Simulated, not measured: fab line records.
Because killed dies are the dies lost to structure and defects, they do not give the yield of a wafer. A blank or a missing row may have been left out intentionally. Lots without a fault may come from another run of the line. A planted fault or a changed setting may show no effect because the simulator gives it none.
A lot that was struck, set against a sound lot || flow nandHarc || 12 out of 1159 route steps
Sound: wafers L458.1, L458.5, L458.6. Struck: wafers L457.2, L457.4, L457.5. The cause comes at the end.
At each step with rows: each side's tool, then ch and its chambers, then its first start. Under that, the readings that differ: sound wafers || struck wafers || difference of the means || sigmas: that difference in standard deviations of wafers without a fault.
alike: words and numbers the same on both sides, and readings whose means are apart by under 2 such deviations; not compared: readings that were withheld, readings missing a value for some wafer, numbers with overlapping values and no deviation given by the record, and bounds like >300 which may hide the same value.
Wherever a step has rows on one side only, a row that says differs or no value, or a row with sigmas, the two part there. Numbers that don't overlap but have no deviation are shown without sigmas and don't part them. Lack of a reading on every wafer of one side parts them only where that side has two or more wafers.

NHARC_A_WL_FILL_INSPECT_15:
  struck on defectInspect-01, day 20 12:10; sound on defectInspect-02, day 21 05:58
  alike: rawDefectCount
NHARC_A_CONTACT_DEP_24: deposits SiO2, target thk 500 nm.
  sound on pecvd-01 ch 0,1,2, day 21 06:05; struck on pecvd-02 ch 0,1, day 20 12:22
  alike: heaterPowerW, showerheadVppV, susceptorTempC, throttleValvePct
NHARC_A_CONTACT_DEP_28: deposits aC, target thk 3600 nm.
  sound on aclDep-03 ch 0, day 21 12:04; struck on aclDep-01 ch 0, day 20 13:13
  alike: susceptorTempC, throttleValvePct
NHARC_A_CONTACT_DEP_29: deposits SiON, target thk 70 nm.
  sound on pecvd-04 ch 0,2, day 21 14:21; struck on pecvd-02 ch 0,1, day 20 15:11
  alike: heaterPowerW, showerheadVppV, susceptorTempC
then, 5 steps without rows for these wafers: NHARC_A_CONTACT_DEHYDRATE_32 (time 120 s); NHARC_A_CONTACT_HMDS_33 (time 30 s); NHARC_A_CONTACT_COAT_34 (time 75 s); NHARC_A_CONTACT_COAT_35 (time 65 s); NHARC_A_CONTACT_COAT_36 (resist thk 90 nm).
NHARC_A_CONTACT_SOFTBAKE_37: time 55 s.
  sound on lithoTrack-01 ch 0, day 21 14:00; struck on lithoTrack-04 ch 0, day 20 15:00
{"reading": "heaterPowerTotalW (W)", "sound": "188.46 188.31 188.38", "struck": "194.58 194.62 194.67", "difference": "+6.24", "sigmas": "+52"}
{"reading": "plateTempC (C)", "sound": "104.85 105.04 105.08", "struck": "107.50 107.53 107.37", "difference": "+2.48", "sigmas": "+23"}
  alike: exhaustPa
next, for these wafers, 1 step has no rows: NHARC_A_CONTACT_EBR_38.
-- record jumps: 4 days between struck wafers' starts before vs after; left off in module A_CONTACT, resumes in module END, first step shown is number 1159 of the route --
NHARC_END_SORT_01:
  sound on prober-01 ch 0, day 25 02:32; struck on prober-01 ch 0, day 24 11:49
  alike: killedAtArray, killedAtOther, killedAtPeriphery, killedDies, killedOpen, killedShort

## WHERE THEY PART
Only at NHARC_A_CONTACT_SOFTBAKE_37, as far as this record shows. Later steps at which nothing parts them and some readings are alike: NHARC_END_SORT_01.

WHY: the cause the simulator had injected
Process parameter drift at NHARC_A_CONTACT_SOFTBAKE_37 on lithoTrack-04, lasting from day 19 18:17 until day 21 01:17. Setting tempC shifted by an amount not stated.
